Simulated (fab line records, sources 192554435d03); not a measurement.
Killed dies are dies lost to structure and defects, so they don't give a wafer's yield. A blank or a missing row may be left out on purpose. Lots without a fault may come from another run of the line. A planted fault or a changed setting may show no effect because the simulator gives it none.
A struck lot beside a sound one | flow n5_finfet | 36 steps out of a route of 1938
Sound: wafers L240.3, L240.4, L240.5. Struck: wafer L241.1. (L241.2, L241.4 of the same lot were not struck and are left out.) The cause comes at the end.
At each step with rows: each side's tool, then ch and its chambers, then its first start. Under that, the readings that differ: sound wafers | struck wafers | difference of the means | sigmas: that difference in standard deviations of wafers without a fault.
alike: readings whose means differ by less than 2 such deviations, and words and numbers that are the same on both sides. not compared: withheld readings, readings that some wafer has no value for, bounds like >300 that may hide the same value, and numbers for which the record gives no deviation and whose values overlap.
The two part at a step that has a row with sigmas, a row that says differs or no value, or rows on one side only. Numbers that don't overlap but have no deviation are shown without sigmas and don't part them. A reading that every wafer of one side lacks parts them only if that side has two wafers or more.

first, 9 steps without rows for these wafers: N5_PMOS_HMC_CHANNEL_EPI_PRECLEAN_40 (cleans in DHF, time 30 s); N5_PMOS_HMC_CHANNEL_EPI_PRECLEAN_37 (cleans in O3/DIW, time 45 s); N5_PMOS_HMC_CHANNEL_EPI_PRECLEAN_24 (cleans in DHF, time 30 s); N5_PMOS_HMC_CHANNEL_EPI_SRD_25 (time 30 s); N5_PMOS_HMC_CHANNEL_EPI_EPI_26 (deposits Si from SiH4/H2, target thk 3.8 nm, time 22.7 s); N5_FIN_SAQP_PRECLEAN_42 (cleans in O3/DIW, time 60 s); N5_FIN_SAQP_PRECLEAN_00 (cleans in SC1, time 60 s); N5_FIN_SAQP_PRECLEAN_44 (cleans in SC2, time 45 s); N5_FIN_SAQP_SRD_01 (time 30 s).
N5_FIN_SAQP_ALD_61: deposits SiO2, target thk 4 nm, pulse time 1 s, purge time 2 s.
  sound on ald_sin-02 ch 0,1,2, day 6 20:56; struck on ald_sin-03 ch 3, day 7 04:24
  reading                                   | sound             | struck | difference | sigmas
  ald_cycles                                | 43 43 43          | 44     | +1         |
  model.SiO2_of_FIN_SAQP_ALD_61.thk_nm (nm) | 3.996 4.001 3.966 | 4.084  | +0.096     |
  alike: heater_power_w, precursor_pulse_height_rel
then, 24 steps without rows for these wafers: N5_FIN_SAQP_DENSIFY_62 (time 60 s); N5_FIN_SAQP_HM_DEP_03 (deposits SiNx from SiH4/NH3/N2, target thk 38 nm, time 33.6 s); N5_FIN_SAQP_PECVD_47 (deposits a-Si from SiH4/He, target thk 45 nm, time 36.3 s); N5_FIN_SAQP_PECVD_48 (deposits SiNx from SiH4/NH3/N2, target thk 25 nm, time 22.1 s); N5_FIN_SAQP_PECVD_06 (deposits a-Si from SiH4/He, target thk 60 nm, time 48.1 s); N5_FIN_SAQP_HM_DEP_72 (deposits SiO2 from SiH4/N2O, target thk 12 nm, time 7.2 s); N5_FIN_SAQP_COAT_49 (time 60 s, resist thk 100 nm); N5_FIN_SAQP_COAT_50 (time 60 s, resist thk 35 nm); N5_FIN_SAQP_COAT_10 (resist thk 90 nm); N5_FIN_SAQP_EBR_12; N5_FIN_SAQP_SOFTBAKE_11 (time 60 s); N5_FIN_SAQP_EXPOSE_13 (exposes mask FIN CORE, target cd 35.6 nm); N5_FIN_SAQP_PEB_14 (peb time 60 s); N5_FIN_SAQP_DEVELOP_15 (develop time 30 s); N5_FIN_SAQP_DESCUM_21 (chemistry O2, time 7.9 s); N5_FIN_SAQP_ETCH_51 (etches SiARC in CF4, target depth 45.5 nm, time 75.8 s); N5_FIN_SAQP_ETCH_52 (etches SOC in N2/H2, target depth 100 nm, overetch 20 nm, time 150 s); N5_FIN_SAQP_STRIP_53 (strips in N2/H2); N5_FIN_SAQP_HM_OPEN_73 (chemistry CHF3/O2, target SiO2, stops on a-Si, target depth 12 nm, time 16.8 s); N5_FIN_SAQP_STRIP_74 (strips in CHF3/O2); N5_FIN_SAQP_MANDREL_ETCH_22 (etches a-Si in HBr/Cl2, stops on SiNx, target depth 60 nm, bt time 10 s, time 30 s); N5_FIN_SAQP_STRIP_55 (strips in N2/H2); N5_FIN_SAQP_STRIP_23 (strips in SPM, time 750 s); N5_FIN_SAQP_SRD_66 (time 30 s).
N5_FIN_CUT_CUT_ETCH_27: etches SiO2 in CHF3/O2, target depth 4 nm, overetch 2 nm, time 4.9 s.
  sound on rie_diel-06 ch 1,3, day 7 04:02; struck on rie_diel-01 ch 2, day 7 12:11
  reading                  | sound             | struck | difference | sigmas
  O2_flow_sccm (sccm)      | 5.018 5.021 5.008 | 4.983  | -0.033     | -2
  throttle_valve_pct (%)   | 18.55 18.86 18.86 | 19.38  | +0.62      | +2
  model.etch.depth_nm (nm) | 3.996 4.001 3.966 | 4.084  | +0.096     |
  alike: drypump_motor_current_A, oes_product_au, rf_vpp_V, showerhead_plenum_p_Torr
  not compared: rf_hours_counter_h
-- the record jumps here: 11 days lie between the struck wafers' starts before and after (it left off in module FIN_CUT and takes up again in module PASSIVATION, whose first step shown is number 1936 of the route) --
N5_PASSIVATION_PROBE_49:
  sound on prober-02, day 18 01:44; struck on prober-01, day 18 02:58
  reading            | sound    | struck | difference | sigmas
  killed_at_M0_to_M3 | 78 42 66 | 25     | -37        | -3
  killed_at_M4_up    | 11 13 10 | 23     | +12        | +2
  killed_at_contacts | 8 5 4    | 25     | +19        | +3
  alike: killed_at_front_end, killed_at_other, killed_dies, killed_open, killed_short

WHERE THEY PART
First at N5_FIN_CUT_CUT_ETCH_27; last, within this record, at N5_PASSIVATION_PROBE_49.

WHY: what the simulator had put in
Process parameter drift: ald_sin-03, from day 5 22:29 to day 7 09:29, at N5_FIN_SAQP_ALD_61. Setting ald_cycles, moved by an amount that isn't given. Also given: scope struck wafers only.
